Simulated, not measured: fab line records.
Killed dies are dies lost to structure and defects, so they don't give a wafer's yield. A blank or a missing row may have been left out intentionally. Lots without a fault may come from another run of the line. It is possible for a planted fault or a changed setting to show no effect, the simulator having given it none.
What tool caused it?    flow n5-finfet    9 lots, 27 wafers sampled, at 2 steps of a route of 1938

WHAT EACH GAUGE READ, for each wafer
N5_BEOL_M5_OVL_MEAS_29. Usual: V4_OVL gives -0.2 nm (standard deviation 0.69).
lot   measured      on          V4_OVL (nm)     flag
L483  day 8 07:08   overlay-01  -0.1 0.2 0.3    
L485  day 9 06:26   overlay-01  0.7 0.5 -0.2    
L486  day 9 11:16   overlay-01  -0.2 0.5 -1.1   
L488  day 9 11:13   overlay-02  -0.7 -0.8 -0.6  
L493  day 12 09:08  overlay-02  -0.7 -0.6 -0.8  
L495  day 12 12:27  overlay-01  -0.3 -1.1 -0.2  
L499  day 13 11:26  overlay-01  0.6 0.5 0.2     
L497  day 13 13:01  overlay-01  0.3 -0.8 -0.7   
L501  day 13 23:30  overlay-02  -1.4 -0.8 -1.1  

WHICH TOOL RAN EACH LOT (tool, then ch and the chambers of the sampled wafers, then the start)
lot   N5_BEOL_M5_ETCH_62
L483  rie-diel-02 ch 0,1,2, day 8 04:44
L485  rie-diel-02 ch 0,1, day 9 04:46
L486  rie-diel-02 ch 0,3, day 9 07:17
L488  rie-diel-02 ch 0,2,3, day 9 07:31
L493  rie-diel-04 ch 2,3, day 12 06:52
L495  rie-diel-02 ch 0,1,2, day 12 10:44
L499  rie-diel-04 ch 0,3, day 13 08:49
L497  rie-diel-04 ch 1,2, day 13 09:02
L501  rie-diel-02 ch 0,2,3, day 13 18:43
- N5_BEOL_M5_ETCH_62: etches SOC in N2/H2, target depth 75 nm, overetch 15 nm, time 112.5 s.

AS READ BY THE TOOLS THEMSELVES (means over the sampled wafers that have a number; for cases with no such wafer, the mark the record gives instead)
N5_BEOL_M5_ETCH_62. Usual: drypump-motor-current-A 5.5 A, standard deviation 0.35; oes-product-au 0.63 a.u., standard deviation 0.065; rf-fwd-power-W 836.4 W, standard deviation 2.6; rf-vpp-V 524.0 V, standard deviation 2.5; showerhead-plenum-p-Torr 2.55 Torr, standard deviation 0.086; throttle-valve-pct 17.84 %, standard deviation 0.19.
lot   tool         drypump-motor-current-A (A)  oes-product-au (a.u.)  rf-fwd-power-W (W)  rf-vpp-V (V)  showerhead-plenum-p-Torr (Torr)  throttle-valve-pct (%)  flag
L483  rie-diel-02  5.7                          0.59                   837.1               524.4         2.54                             17.86                   
L485  rie-diel-02  5.5                          0.60                   836.6               522.9         2.51                             17.85                   
L486  rie-diel-02  5.3                          0.58                   837.7               522.2         2.50                             17.76                   
L488  rie-diel-02  5.5                          0.59                   834.9               523.1         2.50                             17.83                   
L493  rie-diel-04  5.7                          0.72                   836.6               526.9         2.63                             17.75                   
L495  rie-diel-02  5.8                          0.64                   837.0               523.1         2.53                             17.78                   
L499  rie-diel-04  5.3                          0.69                   838.0               521.6         2.47                             17.79                   
L497  rie-diel-04  5.6                          0.66                   839.5               526.5         2.65                             17.80                   
L501  rie-diel-02  5.5                          0.57                   831.9               522.4         2.49                             17.89                   

THE ANSWER, worked out from the rows above alone
Rule: lot off if the mean of its wafers having a number is beyond 3 standard deviations from the usual mean. Also off: a lot with no number at a reading for which 4 or more lots have one. All remaining lots with rows at the step are treated as sound. The gauges are gone through in route order, then the tools' own readings, and for those a lot's mean is taken as printed above. At the first step where some lot is off, the reading lying furthest off is the one used; lots without a number count as furthest.
None of the lots is off at any reading shown; this tells nothing.

WHAT THE SIMULATOR PUT IN
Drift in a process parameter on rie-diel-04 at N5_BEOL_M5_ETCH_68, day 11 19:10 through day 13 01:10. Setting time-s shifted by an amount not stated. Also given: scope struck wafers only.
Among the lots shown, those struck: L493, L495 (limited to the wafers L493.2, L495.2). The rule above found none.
